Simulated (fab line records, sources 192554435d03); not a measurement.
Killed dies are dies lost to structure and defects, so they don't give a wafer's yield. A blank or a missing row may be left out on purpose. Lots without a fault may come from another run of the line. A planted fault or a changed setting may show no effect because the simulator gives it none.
fab line records | flow n5_finfet
record lots=11 wafers=30 last_day=16
route steps=1938 shown FIN_SAQP@145 STI_FIN_REVEAL@196 DUMMY_GATE@233 BEOL_M4@1111
lots that met no fault: from a run of the same line without faults
start_h: hours from the record's first day to the start of the lot's first wafer shown | wait_h: hours since the lot's step before | " the same as in the row above | L1.1+2: a row that stands for several wafers | - no value, or no start given | * or withheld: withheld | < > ~ a bound
route shown NAME@n: a module of which the file shows steps, and the number in the route of the first | usual: mean/standard deviation of fault-free wafers | same: alike in all rows | chamber/n: place in a boat | sites: the reading at each site | _std_site: their standard deviation | _edge_site: outer sites' mean less inner sites' | radius_mm: how far each site lies from the wafer's centre | mask NAME#n: copy n | behind: the tool/chamber that last shaped the wafer | hold: why the lot was held/for how many hours/how that ended | device: the transistor (n, p or np) that didn't switch | end of line: the same wafers' tests at the end of the route | a step without rows: its recipe alone | killed: dies lost to structure and defects at the first sort, not the wafer's yield | map: a wafer's dies, x killed, . not, _ none there
set.NAME: the setting as run; set.NAME@STEP: as run at that earlier step | model.NAME: the simulator's own value behind a step, which no gauge read
steps of the route over a sample of lots; a table a step, a row a wafer
services: from which hour (start_h, from the record's first day; less than 0 if before it) a tool's chamber was out of use, for how many hours, and why
## steps
# step N5_FIN_SAQP_HM_CD_35
# recipe target_cd_nm=8 polarity=line
# usual cd_nm=8.14/0.28
# columns lot.wafer tool chamber start_h wait_h cd_nm
L701.1 cd_sem-02 - 31.88 0.1 8.28
L701.2 " - " " 8.18
L701.5 " - " " 8.44
L702.3 cd_sem-02 - 38.70 0.1 8.13
L702.5 " - " " 8.32
L702.6 " - " " 8.20
L703.2 cd_sem-03 - 44.51 0.1 8.24
L703.3 " - " " 8.12
L703.4 " - " " 7.92
L704.2 cd_sem-03 - 52.66 0.1 8.29
L704.3 " - " " 8.14
L704.4 " - " " 8.41
L710.2 cd_sem-01 - 86.70 0.1 8.24
L710.4 " - " " 8.45
L711.1 cd_sem-03 - 94.85 0.1 8.20
L711.4 " - " " 8.56
L711.5 " - " " 8.39
L712.1 cd_sem-01 - 100.89 0.1 8.46
L712.6 " - " " 8.02
L715.1 cd_sem-03 - 115.76 0.1 7.81
L715.4 " - " " 7.67
L715.6 " - " " 7.96
L716.1 cd_sem-01 - 122.61 0.1 8.42
L716.3 " - " " 8.04
L716.5 " - " " 7.69
L717.2 cd_sem-02 - 128.92 0.1 8.27
L717.4 " - " " 8.10
L717.6 " - " " 7.94
L718.2 cd_sem-03 - 134.27 0.1 8.21
L718.6 " - " " 8.45
# step N5_STI_FIN_REVEAL_RECESS_09
# recipe chemistry=HF/NH3 target=SiO2 afs_cycles=11 target_depth_a=425 temp_c=30 sublimation_temp_c=180 sublimation_time_s=60
# usual drypump_motor_current_A=5.9/0.36 foreline_p_Torr=0.1280/0.00052
# columns lot.wafer tool chamber start_h wait_h drypump_motor_current_A foreline_p_Torr
L701.1 vapor_etch-01 1 39.83 0.0 6.3 0.1273
L701.2 " 0 " " 5.5 0.1281
L701.5 " 1 40.89 1.1 6.3 0.1281
L702.3 vapor_etch-02 0 47.99 0.6 6.2 0.1280
L702.5 " 1 " " 5.7 0.1285
L702.6 " 0 " " 6.2 0.1276
L703.2 vapor_etch-01 1 53.23 0.0 6.3 0.1282
L703.3 " 0 " " 5.4 0.1283
L703.4 " 1 " " 6.3 0.1275
L704.2 vapor_etch-01 1 60.43 0.0 6.3 0.1286
L704.3 " 0 " " 5.5 0.1280
L704.4 " 1 " " 6.3 0.1276
L710.2 vapor_etch-01 1 94.76 0.0 6.3 0.1276
L710.4 " 1 " " 6.3 0.1276
L711.1 vapor_etch-01 1 103.55 0.0 6.3 0.1286
L711.4 " 1 " " 6.3 0.1275
L711.5 " 0 " " 5.5 0.1280
L712.1 vapor_etch-01 1 108.60 0.0 6.3 0.1275
L712.6 " 1 109.66 1.1 6.3 0.1273
L715.1 vapor_etch-02 1 123.66 0.0 5.7 0.1279
L715.4 " 1 " " 5.7 0.1285
L715.6 " 1 " " 5.7 0.1286
L716.1 vapor_etch-02 1 131.20 0.0 5.7 0.1286
L716.3 " 1 " " 5.7 0.1288
L716.5 " 0 " " 6.2 0.1281
L717.2 vapor_etch-02 0 137.17 0.0 6.2 0.1282
L717.4 " 0 " " 6.2 0.1280
L717.6 " 0 " " 6.2 0.1282
L718.2 vapor_etch-02 1 142.40 0.0 5.8 0.1281
L718.6 " 0 143.46 1.1 6.2 0.1279
# step N5_STI_FIN_REVEAL_OXIDATION_33
# recipe chemistry=O2_PLASMA_REMOTE temp_c=150 time_s=20 pressure_mtorr=1000 source_power_w=2000 o2_flow_sccm=3000
# usual drypump_motor_current_A=5.9/0.78 heater_power_w=141/5.2 temp_c_max=150.9/0.34
# columns lot.wafer tool chamber start_h wait_h drypump_motor_current_A heater_power_w rf_hours_counter_h temp_c_max
L701.1 plasma_asher-01 1 42.36 0.0 6.5 136 78 151.1
L701.2 " 0 " " 5.3 144 78 150.9
L701.5 " 0 " " 5.4 146 - 150.8
L702.3 plasma_asher-02 1 50.04 0.0 4.8 136 - 150.0
L702.5 " 1 " " 4.8 134 - 150.3
L702.6 " 0 " " 6.7 142 - 150.7
L703.2 plasma_asher-02 0 55.76 0.0 6.7 143 34 150.4
L703.3 " 1 " " 4.8 132 - 150.6
L703.4 " 0 " " 6.7 145 - 150.6
L704.2 plasma_asher-01 1 62.94 0.0 6.5 142 81 150.8
L704.3 " 1 " " 6.6 142 - 150.9
L704.4 " 0 " " 5.4 151 - 151.4
L710.2 plasma_asher-02 0 97.26 0.0 6.7 142 43 150.7
L710.4 " 0 " " 6.7 142 - 150.8
L711.1 plasma_asher-02 1 106.05 0.0 4.8 133 45 150.5
L711.4 " 0 " " 6.7 144 - 150.8
L711.5 " 1 " " 4.8 132 - 150.6
L712.1 plasma_asher-01 1 111.11 0.0 6.6 139 89 151.0
L712.6 " 0 " " 5.4 146 - 151.1
L715.1 plasma_asher-01 0 126.43 0.0 5.4 147 93 150.9
L715.4 " 1 " " 6.6 142 - 151.3
L715.6 " 0 " " 5.4 147 - 151.7
L716.1 plasma_asher-01 0 133.73 0.0 5.4 147 93 151.1
L716.3 " 0 " " 5.4 146 - 151.3
L716.5 " 0 " " 5.4 149 - 151.0
L717.2 plasma_asher-02 0 139.71 0.0 6.8 145 52 151.2
L717.4 " 1 " " 4.8 136 - 150.4
L717.6 " 1 " " 4.7 129 - 150.2
L718.2 plasma_asher-01 0 144.91 0.0 5.4 145 95 150.9
L718.6 " 1 " " 6.5 134 - 151.1
# step N5_STI_FIN_REVEAL_FIN_H_MEAS_10
# usual trench_depth_nm=52.2/0.88
# columns lot.wafer tool chamber start_h wait_h trench_depth_nm
L701.1 ocd-02 - 42.55 0.0 53.4
L701.2 " - " " 54.2
L701.5 " - " " 53.6
L702.3 ocd-02 - 50.21 0.0 54.1
L702.5 " - " " 53.7
L702.6 " - " " 54.1
L703.2 ocd-02 - 55.96 0.0 52.5
L703.3 " - " " 51.2
L703.4 " - " " 51.9
L704.2 ocd-01 - 63.14 0.0 51.7
L704.3 " - " " 51.1
L704.4 " - " " 50.9
L710.2 ocd-02 - 97.46 0.0 51.7
L710.4 " - " " 45.0
L711.1 ocd-02 - 106.25 0.0 52.8
L711.4 " - " " 45.7
L711.5 " - " " 52.0
L712.1 ocd-02 - 111.31 0.0 53.4
L712.6 " - " " 47.3
L715.1 ocd-02 - 126.62 0.0 52.8
L715.4 " - " " 50.7
L715.6 " - " " 52.1
L716.1 ocd-01 - 133.92 0.0 51.6
L716.3 " - " " 51.4
L716.5 " - " " 51.9
L717.2 ocd-01 - 139.91 0.0 53.0
L717.4 " - " " 52.1
L717.6 " - " " 52.2
L718.2 ocd-02 - 145.10 0.0 51.0
L718.6 " - " " 50.9
# step N5_DUMMY_GATE_INSPECT_17
# recipe mode=adi inspect_instrument=brightfield
# usual raw_defect_count=202/56
# columns lot.wafer tool chamber start_h wait_h raw_defect_count
L701.1 defect_inspect-01 - 51.23 0.1 163
L701.2 " - " " 264
L701.5 " - " " 192
L702.3 defect_inspect-01 - 60.10 0.0 179
L702.5 " - " " 283
L702.6 " - " " 253
L703.2 defect_inspect-01 - 64.64 0.0 160
L703.3 " - " " 157
L703.4 " - " " 109
L704.2 defect_inspect-02 - 71.88 0.0 177
L704.3 " - " " 296
L704.4 " - " " 261
L710.2 defect_inspect-01 - 106.25 0.0 132
L710.4 " - " " 143
L711.1 defect_inspect-01 - 115.55 0.1 328
L711.4 " - " " 215
L711.5 " - " " 281
L712.1 defect_inspect-02 - 121.93 0.1 196
L712.6 " - " " 170
L715.1 defect_inspect-02 - 144.60 0.1 137
L715.4 " - " " 167
L715.6 " - " " 208
L716.1 defect_inspect-01 - 152.16 0.1 175
L716.3 " - " " 212
L716.5 " - " " 229
L717.2 defect_inspect-01 - 156.08 0.0 175
L717.4 " - " " 279
L717.6 " - " " 201
L718.2 defect_inspect-01 - 160.12 0.0 196
L718.6 " - " " 174
# step N5_BEOL_M4_RC_MEAS_101
# usual DIBL_N=36.1/2 DIBL_P=36.3/2.4 IOFF_N=0.15/0.035 IOFF_P=0.21/0.039 ION_N=672/15 ION_P=463/9.7 SS_N=71.5/0.7 SS_P=73.2/0.75 VT_N=251/3.6 VT_P=-250/3.8
# columns lot.wafer tool chamber start_h wait_h DIBL_N[mV/V] DIBL_P[mV/V] IOFF_N[nA/um] IOFF_P[nA/um] ION_N[uA/um] ION_P[uA/um] SS_N[mV/dec] SS_P[mV/dec] VT_N[mV] VT_P[mV]
L701.1 prober-02 0 174.00 0.0 39.4 40.9 0.23 0.26 693 469 72.7 73.6 245 -249
L701.2 " 0 " " 36.0 36.5 0.15 0.19 689 470 71.2 72.8 248 -252
L701.5 " 0 " " 39.1 40.4 0.22 0.26 707 475 72.4 74.9 247 -249
L702.3 prober-01 0 176.51 0.3 32.3 33.3 0.11 0.18 672 481 71.6 72.3 254 -248
L702.5 " 0 " " 37.0 38.7 0.19 0.27 694 481 71.2 73.3 247 -245
L702.6 " 0 " " 35.8 37.5 0.16 0.25 688 484 71.5 73.6 249 -247
L703.2 prober-02 0 192.02 0.2 35.3 37.2 0.12 0.16 675 453 71.4 73.3 253 -258
L703.3 " 0 " " 31.4 32.2 0.08 0.11 637 439 69.7 71.6 260 -262
L703.4 " 0 " " 32.5 32.9 0.08 0.11 631 434 70.5 72.3 261 -262
L704.2 prober-01 0 196.05 0.2 34.1 36.1 0.14 0.20 670 461 71.1 72.7 248 -250
L704.3 " 0 " " 37.2 39.6 0.17 0.26 664 463 71.7 73.7 250 -250
L704.4 " 0 " " 35.7 36.1 0.15 0.19 660 458 72.0 72.8 251 -252
L710.2 prober-01 0 221.44 0.2 34.6 34.5 0.12 0.15 653 442 72.0 72.8 256 -254
L710.4 " 0 " " 38.2 38.4 0.17 0.20 670 453 71.8 73.3 253 -254
L711.1 prober-02 0 239.84 0.0 37.0 37.7 0.18 0.24 682 470 72.2 73.9 246 -246
L711.4 " 0 " " 35.4 35.9 0.15 0.23 683 471 72.4 73.6 248 -249
L711.5 " 0 " " 38.6 39.9 0.22 0.30 697 473 72.5 74.0 246 -245
L712.1 prober-01 0 246.02 0.0 36.2 35.9 0.16 0.22 670 471 71.7 73.3 251 -246
L712.6 " 0 " " 35.7 34.8 0.16 0.21 683 461 71.2 72.6 249 -251
L715.1 prober-01 0 263.92 0.0 35.3 35.0 0.14 0.22 673 471 71.3 72.7 249 -248
L715.4 " 0 " " 39.3 39.7 0.23 0.30 675 467 72.1 73.5 247 -242
L715.6 " 0 " " 34.5 34.1 0.14 0.21 684 477 70.8 72.3 248 -248
L716.1 prober-02 0 276.00 0.0 33.3 33.1 0.13 0.18 667 452 70.4 72.3 250 -254
L716.3 " 0 " " 38.0 38.7 0.20 0.27 680 462 72.8 73.7 247 -248
L716.5 " 0 " " 34.9 33.5 0.13 0.17 664 451 72.6 73.3 253 -250
L717.2 prober-02 0 279.34 0.2 37.7 37.9 0.17 0.25 685 477 72.1 73.7 249 -248
L717.4 " 0 " " 36.5 36.8 0.17 0.25 682 478 71.6 73.6 249 -247
L717.6 " 0 " " 33.0 32.1 0.10 0.16 655 458 70.3 71.6 259 -254
L718.2 prober-02 0 284.55 0.2 40.0 41.2 0.21 0.27 683 461 72.2 74.7 249 -249
L718.6 " 0 " " 42.3 42.9 0.26 0.31 692 468 73.1 75.0 243 -245
## services
# columns tool chamber start_h hours kind
plasma_asher-01 - 23.97 1.7 repair
plasma_asher-02 - 25.68 2.8 pm
plasma_asher-01 - 32.61 1.2 repair
plasma_asher-01 - 56.34 2.8 pm
vapor_etch-02 0 79.72 26.0 repair
## key
first_sign step=N5_STI_FIN_REVEAL_FIN_H_MEAS_10 reading=trench_depth_nm direction=down sigmas=7.1 usual=52.2 struck=46.0
effect none on later readings
met_at N5_STI_FIN_REVEAL_RECESS_09
struck_lots L710,L711,L712
struck_wafers L710.4,L711.4,L712.6
baseline_loss step=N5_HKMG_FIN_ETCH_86 wafers=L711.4
not_acting_at N5_FIN_SAQP_HM_CD_35,N5_STI_FIN_REVEAL_OXIDATION_33,N5_DUMMY_GATE_INSPECT_17
onset_between 60.43 94.76
fault kind=process_parameter_drift tool=vapor_etch-01 chamber=- onset_h=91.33 steps=N5_STI_FIN_REVEAL_RECESS_09 channel=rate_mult offset=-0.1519 shape=step end_h=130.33 scope=struck_wafers_only
# baseline_loss: these wafers lose ten dies or more at that step, a loss of the line's own and not of a fault; the sort's usual values leave them out
